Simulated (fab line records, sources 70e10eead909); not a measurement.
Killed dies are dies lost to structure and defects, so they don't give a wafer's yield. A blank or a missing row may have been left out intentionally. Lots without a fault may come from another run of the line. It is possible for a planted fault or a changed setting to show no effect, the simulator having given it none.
Which tool did it? | flow nandHarc | 36 wafers from 12 lots sampled at 4 of the route's 1159 steps

## WHAT EACH GAUGE READ, for each wafer
NHARC_P_ZERO_WELL_CD_MEAS_11: the cd target is 500 nm. Usual: 500.4 nm for cdNm, sd 2.3.
lot  | measured    | on       | cdNm (nm)         | flag
L764 | day 1 13:14 | cdSem-01 | 499.1 503.6 499.1 | 
L765 | day 1 19:14 | cdSem-01 | 497.7 501.7 499.9 | 
L767 | day 2 07:14 | cdSem-03 | 502.1 500.3 502.6 | 
L769 | day 2 19:14 | cdSem-03 | 501.4 501.5 499.1 | 
L770 | day 3 01:15 | cdSem-03 | 503.8 500.0 497.3 | 
L771 | day 3 07:15 | cdSem-01 | 497.7 500.5 498.5 | 
L777 | day 4 19:14 | cdSem-02 | 496.6 500.5 512.4 | 
L778 | day 5 01:07 | cdSem-02 | 507.4 500.0 500.6 | 
L779 | day 5 07:15 | cdSem-03 | 501.0 499.1 500.4 | 
L780 | day 5 13:15 | cdSem-01 | 501.6 501.4 513.3 | 
L785 | day 6 19:08 | cdSem-01 | 498.5 495.3 498.7 | 
L786 | day 7 01:14 | cdSem-02 | 500.2 503.2 500.0 | 

NHARC_P_ZERO_WELL_CD_MEAS_52: the cd target is 2000 nm. Usual: 2000.0 nm for cdNm, sd 2.9.
lot  | measured    | on       | cdNm (nm)            | flag
L764 | day 1 17:44 | cdSem-01 | 2004.0 2001.3 2001.4 | 
L765 | day 1 23:52 | cdSem-01 | 2003.4 2001.4 2001.6 | 
L767 | day 2 11:58 | cdSem-02 | 2003.3 2001.5 2002.8 | 
L769 | day 2 23:52 | cdSem-03 | 1999.7 1995.6 1995.8 | 
L770 | day 3 05:47 | cdSem-03 | 2000.8 1996.7 2000.9 | 
L771 | day 3 11:47 | cdSem-03 | 1996.9 1996.7 1998.4 | 
L777 | day 4 23:57 | cdSem-01 | 2000.5 1997.5 1995.2 | 
L778 | day 5 05:44 | cdSem-03 | 2003.2 2003.8 2004.0 | 
L779 | day 5 11:55 | cdSem-01 | 1993.8 1999.9 1998.3 | 
L780 | day 5 17:50 | cdSem-01 | 2002.0 2000.3 2001.9 | 
L785 | day 6 23:47 | cdSem-01 | 2002.1 2000.9 1999.6 | 
L786 | day 7 05:46 | cdSem-03 | 2002.5 2001.2 2001.3 | 

NHARC_P_GATE_INSPECT_28. Usual: 7 for rawDefectCount, sd 3.2.
lot  | measured     | on               | rawDefectCount | flag
L764 | day 4 17:02  | defectInspect-01 | 7 7 3          | 
L765 | day 5 04:49  | defectInspect-01 | 6 5 13         | 
L767 | day 5 09:59  | defectInspect-02 | 10 7 5         | 
L769 | day 6 06:43  | defectInspect-02 | 6 11 5         | 
L770 | day 6 08:42  | defectInspect-01 | 5 3 5          | 
L771 | day 6 09:20  | defectInspect-02 | 9 8 7          | 
L777 | day 7 23:35  | defectInspect-02 | 10 5 10        | 
L778 | day 8 05:04  | defectInspect-01 | 5 3 5          | 
L779 | day 8 17:10  | defectInspect-02 | 8 7 4          | 
L780 | day 8 19:38  | defectInspect-01 | 8 8 8          | 
L785 | day 10 00:28 | defectInspect-01 | 4 6 2          | 
L786 | day 10 13:22 | defectInspect-02 | 11 13 9        | 

## WHICH TOOL RAN EACH LOT (tool, then ch and the chambers of the sampled wafers, then the start)
lot  | NHARC_P_ZERO_WELL_EXPOSE_08
L764 | krfScanner-03 ch 0, day 1 13:05
L765 | krfScanner-03 ch 0, day 1 19:05
L767 | krfScanner-01 ch 0, day 2 07:05
L769 | krfScanner-01 ch 0, day 2 19:05
L770 | krfScanner-02 ch 0, day 3 01:07
L771 | krfScanner-03 ch 0, day 3 07:07
L777 | krfScanner-03 ch 0, day 4 19:05
L778 | krfScanner-03 ch 0, day 5 00:58
L779 | krfScanner-02 ch 0, day 5 07:06
L780 | krfScanner-03 ch 0, day 5 13:06
L785 | krfScanner-02 ch 0, day 6 18:59
L786 | krfScanner-02 ch 0, day 7 01:04
- NHARC_P_ZERO_WELL_EXPOSE_08: exposes mask P ZERO, target cd 500 nm.

## AS READ BY THE TOOLS THEMSELVES (means over the sampled wafers that have a number; for cases with no such wafer, the mark the record gives instead)
NHARC_P_ZERO_WELL_EXPOSE_08. Usual: focusOffsetNm 0.1 nm, standard deviation 0.54; reticleTempC 23.01 C, standard deviation 0.11.
lot  | tool          | focusOffsetNm (nm) | reticleTempC (C) | flag
L764 | krfScanner-03 | 0.0                | 22.93            | 
L765 | krfScanner-03 | -0.6               | 23.02            | 
L767 | krfScanner-01 | 0.0                | 23.11            | 
L769 | krfScanner-01 | 0.5                | 23.05            | 
L770 | krfScanner-02 | -0.8               | 22.80            | 
L771 | krfScanner-03 | -0.9               | 23.06            | 
L777 | krfScanner-03 | -0.6               | 23.08            | 
L778 | krfScanner-03 | 0.4                | 23.08            | 
L779 | krfScanner-02 | 0.3                | 23.18            | 
L780 | krfScanner-03 | 0.1                | 23.02            | 
L785 | krfScanner-02 | 0.4                | 22.83            | 
L786 | krfScanner-02 | 0.3                | 22.97            | 

## THE ANSWER, worked out from the rows above alone
Rule: a lot counts as off when the mean over its wafers that have a number is more than 3 standard deviations away from the usual mean. A lot without any number at a reading at which 4 lots or more have one is off too. Where the step has rows for the other lots, those lots are counted as sound. First the gauges in route order, then the tools' own readings, where a lot's mean is used as printed above. The first step at which some lot is off is used, and at that step the reading that is off furthest; a lot without a number counts as furthest.
No lot is off at any reading shown: from this, nothing can be told.

## WHAT WAS PUT IN BY THE SIMULATOR
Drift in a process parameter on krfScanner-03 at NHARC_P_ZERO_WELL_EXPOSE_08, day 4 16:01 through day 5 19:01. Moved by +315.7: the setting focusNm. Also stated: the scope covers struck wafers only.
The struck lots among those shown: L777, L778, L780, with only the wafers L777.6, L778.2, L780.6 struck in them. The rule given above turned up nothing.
